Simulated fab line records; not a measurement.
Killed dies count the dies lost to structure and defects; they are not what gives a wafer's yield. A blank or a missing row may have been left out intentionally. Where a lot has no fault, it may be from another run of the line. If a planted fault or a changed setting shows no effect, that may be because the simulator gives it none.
Chamber matching | flow nandHarc | 4 sister chambers for NHARC_A_DECK1_JOINT_CMP_13 on cmp-04
The step polishes, target thk 51.023 nm. 8 wafers are shown with their chamber, then 7 later ones without.

WAFERS WITH THEIR CHAMBER
wafer  | chamber | motorCurrentA (A) | timeToEndpointS (s)
L075.6 | 0       | 12.2              | 9.3
L076.5 | 3       | 11.5              | 11.8
L078.3 | 3       | 11.7              | 10.7
L078.6 | 2       | 14.1              | 11.7
L083.3 | 2       | 14.5              | 9.6
L083.6 | 1       | 11.5              | 6.9
L087.1 | 0       | 12.3              | 11.9
L087.4 | 1       | 12.2              | 7.0

WAFERS WITH NO CHAMBER GIVEN
wafer  | motorCurrentA (A) | timeToEndpointS (s)
L087.5 | 12.0              | 9.3
L088.2 | 11.7              | 10.1
L088.3 | 12.8              | 9.0
L088.6 | 11.8              | 12.0
L090.1 | 12.0              | 10.3
L090.3 | 12.1              | 11.6
L090.5 | 11.7              | 11.4

CHAMBER TAKEN BY EACH
wafer  | from the rows above          | in truth
L087.5 | can't be placed: 0 or 1 or 3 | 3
L088.2 | can't be placed: 3 or 0 or 1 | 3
L088.3 | can't be placed: 0 or 1      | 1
L088.6 | can't be placed: 3 or 0      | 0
L090.1 | can't be placed: 0 or 3 or 1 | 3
L090.3 | can't be placed: 0 or 3      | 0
L090.5 | can't be placed: 3 or 0      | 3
0 of 7 placed correctly. Cannot be placed on the basis of these rows: 7; the candidates contain the true chamber in 7. Number placed wrongly: 0.
How it was worked out, from the rows above alone: a wafer's distance from a chamber is the root of the sum, over the readings, of the square of ((its reading less the chamber's mean) divided by the reading's scatter). The wafer belongs to the nearest chamber; if the next one is less than 2 further off, it can't be placed. A chamber's mean is the mean of its shown wafers. The scatter: take each reading less its chamber's mean, square it, sum over the shown wafers, divide by the number of wafers less the number of chambers, and take the root.
